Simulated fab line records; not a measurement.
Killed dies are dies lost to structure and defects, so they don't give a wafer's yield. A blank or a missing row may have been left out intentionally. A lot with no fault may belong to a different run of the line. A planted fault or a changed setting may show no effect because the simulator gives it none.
fab line records | flow n5_finfet
[record] lots = 24 | wafers = 72 | last_day = 17
route steps=1938 shown BEOL_M2@876
lots that met no fault: taken from a fault-free run of the same line
start_h: hours from the record's first day to the start of the lot's first wafer shown | wait_h: how many hours have passed since the lot's step before this one | " the same as in the row above | L1.1+2: a single row standing in for several wafers | - no value, or no start given | * or withheld: withheld | < > ~ a bound
route shown NAME@n: names a module that has steps shown in the file, with the first one's number in the route | usual: the fault-free wafers' mean and standard deviation | same: alike in all rows | chamber/n: place in a boat | sites: readings site by site | _std_site: the standard deviation of these | _edge_site: inner sites' mean taken away from outer sites' mean | radius_mm: how far each site lies from the wafer's centre | mask NAME#n: copy n | behind: the last tool/chamber to shape the wafer | hold: why the lot was held/for how many hours/how that ended | device: the transistor (n, p or np) that didn't switch | end of line: the same wafers' tests at the end of the route | a step with no rows: only its recipe | killed: dies lost to structure and defects at the first sort, not the wafer's yield | map: per-die view of a wafer (x killed, . not killed, _ where there is no die)
set.NAME: the run value of the setting; set.NAME@STEP: its run value at that earlier step | model.NAME: the simulator's own value behind a step, which no gauge read
the route's steps for a sample of lots (tables are steps, rows are wafers)
[[steps]]
[step N5_BEOL_M2_CD_MEAS_28]
[recipe] target_cd_nm = 26.2 | landing_energy_ev = 500 | detector = se_inlens | target_cd_y_nm = 24.1 | polarity = opening
[usual] cd_nm = 26.16/0.21
[same] landing_energy_ev = 500
lot.wafer | tool      | chamber | start_h | wait_h | cd_nm
L074.1    | cd_sem-01 | 0       | 138.92  | -      | 26.04
L074.4    | "         | 0       | "       | "      | 26.11
L074.5    | "         | 0       | "       | "      | 25.85
L075.3    | cd_sem-01 | 0       | 140.33  | -      | 25.90
L075.4    | "         | 0       | "       | "      | 26.40
L075.6    | "         | 0       | "       | "      | 26.29
L077.4    | cd_sem-02 | 0       | 144.94  | -      | 26.04
L077.5    | "         | 0       | "       | "      | 26.35
L077.6    | "         | 0       | "       | "      | 25.79
L076.3    | cd_sem-03 | 0       | 145.44  | -      | 26.51
L076.4    | "         | 0       | "       | "      | 26.09
L076.6    | "         | 0       | "       | "      | 26.13
L078.2    | cd_sem-02 | 0       | 155.90  | -      | 26.20
L078.4    | "         | 0       | "       | "      | 26.01
L078.5    | "         | 0       | "       | "      | 26.41
L079.2    | cd_sem-02 | 0       | 163.51  | -      | 26.02
L079.3    | "         | 0       | "       | "      | 26.24
L079.5    | "         | 0       | "       | "      | 25.90
L080.1    | cd_sem-01 | 0       | 173.10  | -      | 26.17
L080.4    | "         | 0       | "       | "      | 26.01
L080.6    | "         | 0       | "       | "      | 26.21
L081.1    | cd_sem-01 | 0       | 175.47  | -      | 26.19
L081.3    | "         | 0       | "       | "      | 26.34
L081.6    | "         | 0       | "       | "      | 26.29
L082.2    | cd_sem-01 | 0       | 179.68  | -      | 25.86
L082.3    | "         | 0       | "       | "      | 25.97
L082.5    | "         | 0       | "       | "      | 26.02
L083.1    | cd_sem-03 | 0       | 188.54  | -      | 25.99
L083.4    | "         | 0       | "       | "      | 26.15
L083.5    | "         | 0       | "       | "      | 26.02
L084.2    | cd_sem-01 | 0       | 199.37  | -      | 25.97
L084.4    | "         | 0       | "       | "      | 26.01
L084.6    | "         | 0       | "       | "      | 26.21
L085.2    | cd_sem-02 | 0       | 200.48  | -      | 25.93
L085.3    | "         | 0       | "       | "      | 25.97
L085.4    | "         | 0       | "       | "      | 26.55
L086.1    | cd_sem-03 | 0       | 213.01  | -      | 25.92
L086.3    | "         | 0       | "       | "      | 25.81
L086.5    | "         | 0       | "       | "      | 25.86
L088.1    | cd_sem-01 | 0       | 217.31  | -      | 25.95
L088.2    | "         | 0       | "       | "      | 26.20
L088.5    | "         | 0       | "       | "      | 26.12
L087.2    | cd_sem-02 | 0       | 217.68  | -      | 26.59
L087.4    | "         | 0       | "       | "      | 26.26
L087.5    | "         | 0       | "       | "      | 25.83
L089.3    | cd_sem-01 | 0       | 226.22  | -      | 26.39
L089.4    | "         | 0       | "       | "      | 26.12
L089.5    | "         | 0       | "       | "      | 26.43
L090.3    | cd_sem-01 | 0       | 229.67  | -      | 26.28
L090.4    | "         | 0       | "       | "      | 26.04
L090.5    | "         | 0       | "       | "      | 26.22
L091.1    | cd_sem-02 | 0       | 240.27  | -      | 26.18
L091.2    | "         | 0       | "       | "      | 26.53
L091.4    | "         | 0       | "       | "      | 26.32
L092.2    | cd_sem-02 | 0       | 245.96  | -      | 26.20
L092.4    | "         | 0       | "       | "      | 26.35
L092.5    | "         | 0       | "       | "      | 26.02
L093.1    | cd_sem-03 | 0       | 251.37  | -      | 26.25
L093.4    | "         | 0       | "       | "      | 26.77
L093.5    | "         | 0       | "       | "      | 26.42
L094.1    | cd_sem-03 | 0       | 251.78  | -      | 26.14
L094.2    | "         | 0       | "       | "      | 26.29
L094.3    | "         | 0       | "       | "      | 25.76
L095.2    | cd_sem-01 | 0       | 264.25  | -      | 26.44
L095.4    | "         | 0       | "       | "      | 26.31
L095.6    | "         | 0       | "       | "      | 26.32
L096.3    | cd_sem-01 | 0       | 269.08  | -      | 26.07
L096.4    | "         | 0       | "       | "      | 26.28
L096.5    | "         | 0       | "       | "      | 26.36
L097.4    | cd_sem-01 | 0       | 275.81  | -      | 26.36
L097.5    | "         | 0       | "       | "      | 26.23
L097.6    | "         | 0       | "       | "      | 26.38
[step N5_BEOL_M2_SURFACE_TREAT_85]
[recipe] gas = Ar | time_s = * | ion_energy_ev = * | ion_current_ma_cm2 = 0.5 | pressure_mtorr = * | ar_flow_sccm = 30
[usual] throttle_valve_pct = *
lot.wafer | tool           | chamber | start_h | wait_h | throttle_valve_pct
L074.1    | pvd_sputter-03 | -       | 144.90  | 0.1    | *
L074.4    | "              | -       | "       | "      | *
L074.5    | "              | -       | "       | "      | *
L075.3    | pvd_sputter-02 | -       | 145.21  | 0.2    | *
L075.4    | "              | -       | "       | "      | *
L075.6    | "              | -       | "       | "      | *
L076.3    | pvd_sputter-01 | -       | 151.61  | 0.2    | *
L076.4    | "              | -       | "       | "      | *
L076.6    | "              | -       | "       | "      | *
L077.4    | pvd_sputter-01 | -       | 152.05  | 0.4    | *
L077.5    | "              | -       | "       | "      | *
L077.6    | "              | -       | "       | "      | *
L078.2    | pvd_sputter-01 | -       | 159.19  | 0.1    | *
L078.4    | "              | -       | "       | "      | *
L078.5    | "              | -       | "       | "      | *
L079.2    | pvd_sputter-01 | -       | 169.22  | 0.3    | *
L079.3    | "              | -       | "       | "      | *
L079.5    | "              | -       | "       | "      | *
L080.1    | pvd_sputter-01 | -       | 176.71  | 0.5    | *
L080.4    | "              | -       | "       | "      | *
L080.6    | "              | -       | "       | "      | *
L081.1    | pvd_sputter-03 | -       | 179.60  | 0.2    | *
L081.3    | "              | -       | "       | "      | *
L081.6    | "              | -       | "       | "      | *
L082.2    | pvd_sputter-01 | -       | 188.31  | 0.2    | *
L082.3    | "              | -       | "       | "      | *
L082.5    | "              | -       | "       | "      | *
L083.1    | pvd_sputter-01 | -       | 192.16  | 0.1    | *
L083.4    | "              | -       | "       | "      | *
L083.5    | "              | -       | "       | "      | *
L084.2    | pvd_sputter-01 | -       | 203.20  | 0.3    | *
L084.4    | "              | -       | "       | "      | *
L084.6    | "              | -       | "       | "      | *
L085.2    | pvd_sputter-02 | -       | 206.49  | 0.1    | *
L085.3    | "              | -       | "       | "      | *
L085.4    | "              | -       | "       | "      | *
L086.1    | pvd_sputter-02 | -       | 217.55  | 0.2    | *
L086.3    | "              | -       | "       | "      | *
L086.5    | "              | -       | "       | "      | *
L088.1    | pvd_sputter-03 | -       | 220.99  | 0.2    | *
L088.2    | "              | -       | "       | "      | *
L088.5    | "              | -       | "       | "      | *
L087.2    | pvd_sputter-03 | -       | 221.03  | 0.2    | *
L087.4    | "              | -       | "       | "      | *
L087.5    | "              | -       | "       | "      | *
L089.3    | pvd_sputter-01 | -       | 236.01  | 0.2    | *
L089.4    | "              | -       | "       | "      | *
L089.5    | "              | -       | "       | "      | *
L090.3    | pvd_sputter-01 | -       | 236.13  | 0.1    | *
L090.4    | "              | -       | "       | "      | *
L090.5    | "              | -       | "       | "      | *
L091.1    | pvd_sputter-01 | -       | 245.50  | 0.1    | *
L091.2    | "              | -       | "       | "      | *
L091.4    | "              | -       | "       | "      | *
L092.2    | pvd_sputter-03 | -       | 250.93  | 0.3    | *
L092.4    | "              | -       | "       | "      | *
L092.5    | "              | -       | "       | "      | *
L093.1    | pvd_sputter-03 | -       | 253.45  | 0.1    | *
L093.4    | "              | -       | "       | "      | *
L093.5    | "              | -       | "       | "      | *
L094.1    | pvd_sputter-03 | -       | 258.53  | 0.1    | *
L094.2    | "              | -       | "       | "      | *
L094.3    | "              | -       | "       | "      | *
L095.2    | pvd_sputter-03 | -       | 269.51  | 0.3    | *
L095.4    | "              | -       | "       | "      | *
L095.6    | "              | -       | "       | "      | *
L096.3    | pvd_sputter-02 | -       | 271.47  | 0.2    | *
L096.4    | "              | -       | "       | "      | *
L096.5    | "              | -       | "       | "      | *
L097.4    | pvd_sputter-03 | -       | 286.94  | 0.1    | *
L097.5    | "              | -       | "       | "      | *
L097.6    | "              | -       | "       | "      | *
[step N5_BEOL_M2_SPUTTER_79]
[recipe] material = Cu | target_thk_a = 45 | temp_c = -20 | chamber_pressure_pa = 0.07 | power_w = withheld | time_s = 8.29
[usual] chuck_sensor_temp_C = -16.2/0.48 | throttle_valve_pct = 30.3/0.96
lot.wafer | tool           | chamber | start_h | wait_h | chuck_sensor_temp_C | throttle_valve_pct
L074.1    | pvd_sputter-03 | -       | 145.64  | 0.1    | -17.1               | 29.3
L074.4    | "              | -       | "       | "      | -16.3               | 30.3
L074.5    | "              | -       | "       | "      | -17.0               | 29.4
L075.3    | pvd_sputter-02 | -       | 146.01  | 0.1    | -15.5               | 31.4
L075.4    | "              | -       | "       | "      | -16.2               | 31.8
L075.6    | "              | -       | "       | "      | -16.4               | 31.6
L076.3    | pvd_sputter-01 | -       | 152.31  | 0.1    | -15.8               | 29.8
L076.4    | "              | -       | "       | "      | -16.5               | 30.9
L076.6    | "              | -       | "       | "      | -15.8               | 30.4
L077.4    | pvd_sputter-02 | -       | 152.79  | 0.1    | -16.2               | 31.8
L077.5    | "              | -       | "       | "      | -15.8               | 31.4
L077.6    | "              | -       | "       | "      | -15.7               | 31.3
L078.2    | pvd_sputter-03 | -       | 159.87  | 0.1    | -16.2               | 30.2
L078.4    | "              | -       | "       | "      | -17.0               | 29.1
L078.5    | "              | -       | "       | "      | -16.1               | 27.9
L079.2    | pvd_sputter-01 | -       | 169.72  | 0.1    | -16.9               | 29.7
L079.3    | "              | -       | "       | "      | -16.4               | 29.6
L079.5    | "              | -       | "       | "      | -16.4               | 31.3
L080.1    | pvd_sputter-01 | -       | 177.17  | 0.1    | -16.4               | 29.9
L080.4    | "              | -       | "       | "      | -15.7               | 30.4
L080.6    | "              | -       | "       | "      | -15.8               | 30.3
L081.1    | pvd_sputter-02 | -       | 180.28  | 0.1    | -16.2               | 31.7
L081.3    | "              | -       | "       | "      | -15.6               | 31.3
L081.6    | "              | -       | "       | "      | -15.7               | 31.5
L082.2    | pvd_sputter-01 | -       | 190.53  | 0.1    | -16.5               | 29.7
L082.3    | "              | -       | "       | "      | -16.3               | 31.2
L082.5    | "              | -       | "       | "      | -15.6               | 30.5
L083.1    | pvd_sputter-01 | -       | 192.74  | 0.1    | -15.5               | 30.4
L083.4    | "              | -       | "       | "      | -16.1               | 29.7
L083.5    | "              | -       | "       | "      | -16.2               | 30.0
L084.2    | pvd_sputter-02 | -       | 203.81  | 0.1    | -16.2               | 31.6
L084.4    | "              | -       | "       | "      | -15.6               | 31.1
L084.6    | "              | -       | "       | "      | -15.7               | 31.3
L085.2    | pvd_sputter-02 | -       | 206.93  | 0.1    | -15.5               | 31.2
L085.3    | "              | -       | "       | "      | -16.3               | 31.6
L085.4    | "              | -       | "       | "      | -15.6               | 30.0
L086.1    | pvd_sputter-02 | -       | 217.99  | 0.1    | -16.2               | 32.0
L086.3    | "              | -       | "       | "      | -15.6               | 31.3
L086.5    | "              | -       | "       | "      | -15.6               | 31.4
L088.1    | pvd_sputter-03 | -       | 221.47  | 0.1    | -17.0               | 29.2
L088.2    | "              | -       | "       | "      | -16.0               | 27.7
L088.5    | "              | -       | "       | "      | -17.1               | 29.1
L087.2    | pvd_sputter-01 | -       | 222.62  | 0.1    | -15.8               | 30.0
L087.4    | "              | -       | "       | "      | -16.6               | 31.1
L087.5    | "              | -       | "       | "      | -16.4               | 30.0
L089.3    | pvd_sputter-03 | -       | 236.51  | 0.1    | -17.0               | 29.6
L089.4    | "              | -       | "       | "      | -16.2               | 28.0
L089.5    | "              | -       | "       | "      | -17.0               | 29.6
L090.3    | pvd_sputter-02 | -       | 236.57  | 0.1    | -15.7               | 30.0
L090.4    | "              | -       | "       | "      | -16.2               | 31.5
L090.5    | "              | -       | "       | "      | -15.5               | 31.1
L091.1    | pvd_sputter-03 | -       | 247.31  | 0.1    | -16.2               | 30.2
L091.2    | "              | -       | "       | "      | -16.0               | 28.0
L091.4    | "              | -       | "       | "      | -17.2               | 29.4
L092.2    | pvd_sputter-03 | -       | 251.39  | 0.1    | -17.1               | 29.0
L092.4    | "              | -       | "       | "      | -16.0               | 30.2
L092.5    | "              | -       | "       | "      | -16.9               | 29.8
L093.1    | pvd_sputter-02 | -       | 253.93  | 0.1    | -15.7               | 31.3
L093.4    | "              | -       | "       | "      | -16.4               | 31.6
L093.5    | "              | -       | "       | "      | -15.7               | 31.4
L094.1    | pvd_sputter-02 | -       | 260.27  | 0.1    | -15.7               | 31.5
L094.2    | "              | -       | "       | "      | -16.2               | 31.5
L094.3    | "              | -       | "       | "      | -15.6               | 30.0
L095.2    | pvd_sputter-03 | -       | 270.03  | 0.1    | -17.2               | 29.4
L095.4    | "              | -       | "       | "      | -16.0               | 30.4
L095.6    | "              | -       | "       | "      | -16.3               | 30.3
L096.3    | pvd_sputter-01 | -       | 272.01  | 0.1    | -16.5               | 31.0
L096.4    | "              | -       | "       | "      | -16.6               | 29.6
L096.5    | "              | -       | "       | "      | -16.8               | 29.9
L097.4    | pvd_sputter-01 | -       | 287.70  | 0.1    | -16.3               | 30.1
L097.5    | "              | -       | "       | "      | -16.3               | 30.0
L097.6    | "              | -       | "       | "      | -16.7               | 30.1
[step N5_BEOL_M2_ANNEAL_89]
[recipe] temp_c = 400 | time_s = 240 | ambient = vacuum
[usual] heater_power_w = 909/86
lot.wafer | tool           | chamber | start_h | wait_h | heater_power_w
L074.1    | pvd_sputter-03 | -       | 146.38  | 0.0    | 901
L074.4    | "              | -       | "       | "      | 822
L074.5    | "              | -       | "       | "      | 867
L075.3    | pvd_sputter-02 | -       | 146.75  | 0.0    | 851
L075.4    | "              | -       | "       | "      | 1107
L075.6    | "              | -       | "       | "      | 1107
L076.3    | pvd_sputter-01 | -       | 153.05  | 0.0    | 850
L076.4    | "              | -       | "       | "      | 812
L076.6    | "              | -       | "       | "      | 833
L077.4    | pvd_sputter-02 | -       | 153.53  | 0.0    | 1090
L077.5    | "              | -       | "       | "      | 874
L077.6    | "              | -       | "       | "      | 904
L078.2    | pvd_sputter-03 | -       | 160.61  | 0.0    | 829
L078.4    | "              | -       | "       | "      | 885
L078.5    | "              | -       | "       | "      | 1016
L079.2    | pvd_sputter-01 | -       | 170.46  | 0.0    | 1002
L079.3    | "              | -       | "       | "      | 930
L079.5    | "              | -       | "       | "      | 820
L080.1    | pvd_sputter-01 | -       | 177.91  | 0.0    | 922
L080.4    | "              | -       | "       | "      | 833
L080.6    | "              | -       | "       | "      | 846
L081.1    | pvd_sputter-02 | -       | 181.02  | 0.0    | 1090
L081.3    | "              | -       | "       | "      | 839
L081.6    | "              | -       | "       | "      | 836
L082.2    | pvd_sputter-01 | -       | 191.27  | 0.0    | 1015
L082.3    | "              | -       | "       | "      | 825
L082.5    | "              | -       | "       | "      | 830
L083.1    | pvd_sputter-01 | -       | 193.48  | 0.0    | 846
L083.4    | "              | -       | "       | "      | 934
L083.5    | "              | -       | "       | "      | 936
L084.2    | pvd_sputter-02 | -       | 204.55  | 0.0    | 1083
L084.4    | "              | -       | "       | "      | 925
L084.6    | "              | -       | "       | "      | 935
L085.2    | pvd_sputter-02 | -       | 207.67  | 0.0    | 942
L085.3    | "              | -       | "       | "      | 1103
L085.4    | "              | -       | "       | "      | 864
L086.1    | pvd_sputter-02 | -       | 218.73  | 0.0    | 1132
L086.3    | "              | -       | "       | "      | 860
L086.5    | "              | -       | "       | "      | 873
L088.1    | pvd_sputter-03 | -       | 222.21  | 0.0    | 884
L088.2    | "              | -       | "       | "      | 997
L088.5    | "              | -       | "       | "      | 893
L087.2    | pvd_sputter-01 | -       | 223.36  | 0.0    | 835
L087.4    | "              | -       | "       | "      | 801
L087.5    | "              | -       | "       | "      | 925
L089.3    | pvd_sputter-03 | -       | 237.25  | 0.0    | 875
L089.4    | "              | -       | "       | "      | 989
L089.5    | "              | -       | "       | "      | 904
L090.3    | pvd_sputter-02 | -       | 237.31  | 0.0    | 892
L090.4    | "              | -       | "       | "      | 1102
L090.5    | "              | -       | "       | "      | 934
L091.1    | pvd_sputter-03 | -       | 248.05  | 0.0    | 814
L091.2    | "              | -       | "       | "      | 995
L091.4    | "              | -       | "       | "      | 886
L092.2    | pvd_sputter-03 | -       | 252.13  | 0.0    | 896
L092.4    | "              | -       | "       | "      | 811
L092.5    | "              | -       | "       | "      | 875
L093.1    | pvd_sputter-02 | -       | 254.67  | 0.0    | 931
L093.4    | "              | -       | "       | "      | 1106
L093.5    | "              | -       | "       | "      | 865
L094.1    | pvd_sputter-02 | -       | 261.01  | 0.0    | 918
L094.2    | "              | -       | "       | "      | 1090
L094.3    | "              | -       | "       | "      | 850
L095.2    | pvd_sputter-03 | -       | 270.77  | 0.0    | 883
L095.4    | "              | -       | "       | "      | 794
L095.6    | "              | -       | "       | "      | 823
L096.3    | pvd_sputter-01 | -       | 272.75  | 0.0    | 812
L096.4    | "              | -       | "       | "      | 1006
L096.5    | "              | -       | "       | "      | 1005
L097.4    | pvd_sputter-01 | -       | 288.44  | 0.0    | 907
L097.5    | "              | -       | "       | "      | 921
L097.6    | "              | -       | "       | "      | 1024
[step N5_BEOL_M2_SPUTTER_94]
[recipe] material = Cu | target_thk_a = 45 | temp_c = -20 | chamber_pressure_pa = 0.07 | power_w = withheld | time_s = 8.29
[usual] chuck_sensor_temp_C = -16.2/0.49 | throttle_valve_pct = 30.3/0.95
lot.wafer | tool           | chamber | start_h | wait_h | chuck_sensor_temp_C | throttle_valve_pct
L074.1    | pvd_sputter-03 | -       | 146.96  | 0.1    | -17.1               | 29.1
L074.4    | "              | -       | "       | "      | -16.3               | 30.4
L074.5    | "              | -       | "       | "      | -17.0               | 29.4
L075.3    | pvd_sputter-02 | -       | 147.33  | 0.1    | -15.6               | 31.4
L075.4    | "              | -       | "       | "      | -16.5               | 31.5
L075.6    | "              | -       | "       | "      | -16.2               | 31.4
L076.3    | pvd_sputter-01 | -       | 153.63  | 0.1    | -15.8               | 29.9
L076.4    | "              | -       | "       | "      | -16.4               | 31.1
L076.6    | "              | -       | "       | "      | -15.5               | 30.2
L077.4    | pvd_sputter-02 | -       | 154.11  | 0.1    | -16.2               | 31.6
L077.5    | "              | -       | "       | "      | -15.6               | 31.5
L077.6    | "              | -       | "       | "      | -15.3               | 31.4
L078.2    | pvd_sputter-03 | -       | 161.19  | 0.1    | -16.2               | 30.2
L078.4    | "              | -       | "       | "      | -17.0               | 29.5
L078.5    | "              | -       | "       | "      | -16.1               | 27.8
L079.2    | pvd_sputter-01 | -       | 171.04  | 0.1    | -16.7               | 29.6
L079.3    | "              | -       | "       | "      | -16.4               | 29.7
L079.5    | "              | -       | "       | "      | -16.3               | 31.5
L080.1    | pvd_sputter-01 | -       | 178.49  | 0.1    | -16.4               | 29.9
L080.4    | "              | -       | "       | "      | -15.7               | 30.2
L080.6    | "              | -       | "       | "      | -15.7               | 30.1
L081.1    | pvd_sputter-02 | -       | 181.60  | 0.1    | -16.3               | 31.7
L081.3    | "              | -       | "       | "      | -15.6               | 31.2
L081.6    | "              | -       | "       | "      | -15.7               | 31.2
L082.2    | pvd_sputter-01 | -       | 191.85  | 0.1    | -16.6               | 29.7
L082.3    | "              | -       | "       | "      | -16.3               | 31.1
L082.5    | "              | -       | "       | "      | -15.9               | 30.2
L083.1    | pvd_sputter-01 | -       | 194.06  | 0.1    | -15.7               | 30.1
L083.4    | "              | -       | "       | "      | -16.3               | 30.0
L083.5    | "              | -       | "       | "      | -16.5               | 29.9
L084.2    | pvd_sputter-02 | -       | 205.13  | 0.1    | -16.3               | 31.7
L084.4    | "              | -       | "       | "      | -15.4               | 31.2
L084.6    | "              | -       | "       | "      | -15.8               | 31.0
L085.2    | pvd_sputter-02 | -       | 208.25  | 0.1    | -15.5               | 31.2
L085.3    | "              | -       | "       | "      | -16.3               | 31.5
L085.4    | "              | -       | "       | "      | -15.6               | 29.6
L086.1    | pvd_sputter-02 | -       | 219.31  | 0.1    | -16.3               | 31.6
L086.3    | "              | -       | "       | "      | -15.6               | 31.4
L086.5    | "              | -       | "       | "      | -15.6               | 31.4
L088.1    | pvd_sputter-03 | -       | 222.79  | 0.1    | -17.2               | 29.2
L088.2    | "              | -       | "       | "      | -16.0               | 27.9
L088.5    | "              | -       | "       | "      | -17.1               | 29.5
L087.2    | pvd_sputter-01 | -       | 223.94  | 0.1    | -15.6               | 30.2
L087.4    | "              | -       | "       | "      | -16.4               | 31.2
L087.5    | "              | -       | "       | "      | -16.2               | 29.8
L089.3    | pvd_sputter-03 | -       | 237.83  | 0.1    | -16.9               | 29.7
L089.4    | "              | -       | "       | "      | -16.1               | 27.8
L089.5    | "              | -       | "       | "      | -16.9               | 29.6
L090.3    | pvd_sputter-02 | -       | 237.89  | 0.1    | -15.6               | 30.0
L090.4    | "              | -       | "       | "      | -16.3               | 31.4
L090.5    | "              | -       | "       | "      | -15.6               | 31.4
L091.1    | pvd_sputter-03 | -       | 248.63  | 0.1    | -16.1               | 30.2
L091.2    | "              | -       | "       | "      | -16.1               | 28.1
L091.4    | "              | -       | "       | "      | -17.1               | 29.4
L092.2    | pvd_sputter-03 | -       | 252.71  | 0.1    | -17.0               | 29.2
L092.4    | "              | -       | "       | "      | -16.2               | 30.4
L092.5    | "              | -       | "       | "      | -17.1               | 29.4
L093.1    | pvd_sputter-02 | -       | 255.25  | 0.1    | -15.6               | 31.0
L093.4    | "              | -       | "       | "      | -16.2               | 31.6
L093.5    | "              | -       | "       | "      | -15.5               | 31.1
L094.1    | pvd_sputter-02 | -       | 261.59  | 0.1    | -15.7               | 30.8
L094.2    | "              | -       | "       | "      | -16.1               | 31.6
L094.3    | "              | -       | "       | "      | -15.4               | 29.8
L095.2    | pvd_sputter-03 | -       | 271.35  | 0.1    | -17.1               | 29.3
L095.4    | "              | -       | "       | "      | -16.1               | 30.1
L095.6    | "              | -       | "       | "      | -16.2               | 30.4
L096.3    | pvd_sputter-01 | -       | 273.33  | 0.1    | -16.6               | 31.2
L096.4    | "              | -       | "       | "      | -16.7               | 29.8
L096.5    | "              | -       | "       | "      | -16.6               | 29.7
L097.4    | pvd_sputter-01 | -       | 289.02  | 0.1    | -16.4               | 29.7
L097.5    | "              | -       | "       | "      | -16.2               | 29.7
L097.6    | "              | -       | "       | "      | -16.9               | 29.4
[step N5_BEOL_M2_SPUTTER_96]
[recipe] material = Cu | target_thk_a = 45 | temp_c = -20 | chamber_pressure_pa = 0.07 | power_w = withheld | time_s = 8.29
[usual] chuck_sensor_temp_C = -16.2/0.47 | throttle_valve_pct = 30.3/0.97
lot.wafer | tool           | chamber | start_h | wait_h | chuck_sensor_temp_C | throttle_valve_pct
L074.1    | pvd_sputter-03 | -       | 147.18  | 0.1    | -17.0               | 29.3
L074.4    | "              | -       | "       | "      | -16.1               | 30.4
L074.5    | "              | -       | "       | "      | -16.7               | 29.6
L075.3    | pvd_sputter-02 | -       | 147.55  | 0.1    | -15.7               | 31.1
L075.4    | "              | -       | "       | "      | -16.2               | 31.4
L075.6    | "              | -       | "       | "      | -16.3               | 31.7
L076.3    | pvd_sputter-01 | -       | 153.85  | 0.1    | -15.5               | 30.4
L076.4    | "              | -       | "       | "      | -16.1               | 31.3
L076.6    | "              | -       | "       | "      | -15.9               | 30.1
L077.4    | pvd_sputter-02 | -       | 154.33  | 0.1    | -16.4               | 31.6
L077.5    | "              | -       | "       | "      | -15.8               | 31.3
L077.6    | "              | -       | "       | "      | -15.5               | 31.1
L078.2    | pvd_sputter-03 | -       | 161.41  | 0.1    | -16.2               | 30.2
L078.4    | "              | -       | "       | "      | -17.2               | 29.4
L078.5    | "              | -       | "       | "      | -16.0               | 27.9
L079.2    | pvd_sputter-01 | -       | 171.26  | 0.1    | -16.6               | 29.3
L079.3    | "              | -       | "       | "      | -16.4               | 30.0
L079.5    | "              | -       | "       | "      | -16.3               | 31.3
L080.1    | pvd_sputter-01 | -       | 178.71  | 0.1    | -16.4               | 29.8
L080.4    | "              | -       | "       | "      | -15.7               | 30.2
L080.6    | "              | -       | "       | "      | -15.6               | 30.0
L081.1    | pvd_sputter-02 | -       | 181.82  | 0.1    | -16.4               | 31.5
L081.3    | "              | -       | "       | "      | -15.6               | 31.4
L081.6    | "              | -       | "       | "      | -15.6               | 31.1
L082.2    | pvd_sputter-01 | -       | 192.07  | 0.1    | -16.7               | 29.7
L082.3    | "              | -       | "       | "      | -16.4               | 31.2
L082.5    | "              | -       | "       | "      | -15.7               | 30.3
L083.1    | pvd_sputter-01 | -       | 194.28  | 0.1    | -15.7               | 30.1
L083.4    | "              | -       | "       | "      | -16.1               | 30.1
L083.5    | "              | -       | "       | "      | -16.4               | 29.8
L084.2    | pvd_sputter-02 | -       | 205.35  | 0.1    | -16.3               | 31.6
L084.4    | "              | -       | "       | "      | -15.7               | 31.2
L084.6    | "              | -       | "       | "      | -15.7               | 31.2
L085.2    | pvd_sputter-02 | -       | 208.47  | 0.1    | -15.8               | 31.2
L085.3    | "              | -       | "       | "      | -16.4               | 31.7
L085.4    | "              | -       | "       | "      | -15.5               | 30.2
L086.1    | pvd_sputter-02 | -       | 219.53  | 0.1    | -16.2               | 31.5
L086.3    | "              | -       | "       | "      | -15.7               | 31.4
L086.5    | "              | -       | "       | "      | -15.7               | 31.2
L088.1    | pvd_sputter-03 | -       | 223.01  | 0.1    | -16.8               | 29.1
L088.2    | "              | -       | "       | "      | -16.2               | 28.0
L088.5    | "              | -       | "       | "      | -17.1               | 29.4
L087.2    | pvd_sputter-01 | -       | 224.16  | 0.1    | -15.5               | 30.1
L087.4    | "              | -       | "       | "      | -16.4               | 31.6
L087.5    | "              | -       | "       | "      | -16.5               | 29.9
L089.3    | pvd_sputter-03 | -       | 238.05  | 0.1    | -16.9               | 29.6
L089.4    | "              | -       | "       | "      | -16.0               | 27.7
L089.5    | "              | -       | "       | "      | -16.9               | 29.6
L090.3    | pvd_sputter-02 | -       | 238.11  | 0.1    | -15.6               | 29.9
L090.4    | "              | -       | "       | "      | -16.4               | 31.8
L090.5    | "              | -       | "       | "      | -15.6               | 31.6
L091.1    | pvd_sputter-03 | -       | 248.85  | 0.1    | -16.2               | 30.3
L091.2    | "              | -       | "       | "      | -15.9               | 28.0
L091.4    | "              | -       | "       | "      | -17.2               | 29.2
L092.2    | pvd_sputter-03 | -       | 252.93  | 0.1    | -17.1               | 29.3
L092.4    | "              | -       | "       | "      | -16.2               | 30.4
L092.5    | "              | -       | "       | "      | -16.7               | 29.8
L093.1    | pvd_sputter-02 | -       | 255.47  | 0.1    | -15.7               | 31.2
L093.4    | "              | -       | "       | "      | -16.3               | 31.6
L093.5    | "              | -       | "       | "      | -15.7               | 31.2
L094.1    | pvd_sputter-02 | -       | 261.81  | 0.1    | -15.7               | 31.2
L094.2    | "              | -       | "       | "      | -16.2               | 31.9
L094.3    | "              | -       | "       | "      | -15.7               | 30.1
L095.2    | pvd_sputter-03 | -       | 271.57  | 0.1    | -17.1               | 29.1
L095.4    | "              | -       | "       | "      | -16.2               | 30.1
L095.6    | "              | -       | "       | "      | -16.3               | 30.3
L096.3    | pvd_sputter-01 | -       | 273.55  | 0.1    | -16.4               | 31.3
L096.4    | "              | -       | "       | "      | -16.6               | 29.7
L096.5    | "              | -       | "       | "      | -16.9               | 30.1
L097.4    | pvd_sputter-01 | -       | 289.24  | 0.1    | -16.3               | 29.8
L097.5    | "              | -       | "       | "      | -16.4               | 29.7
L097.6    | "              | -       | "       | "      | -16.8               | 29.7
[[key]]
fault none
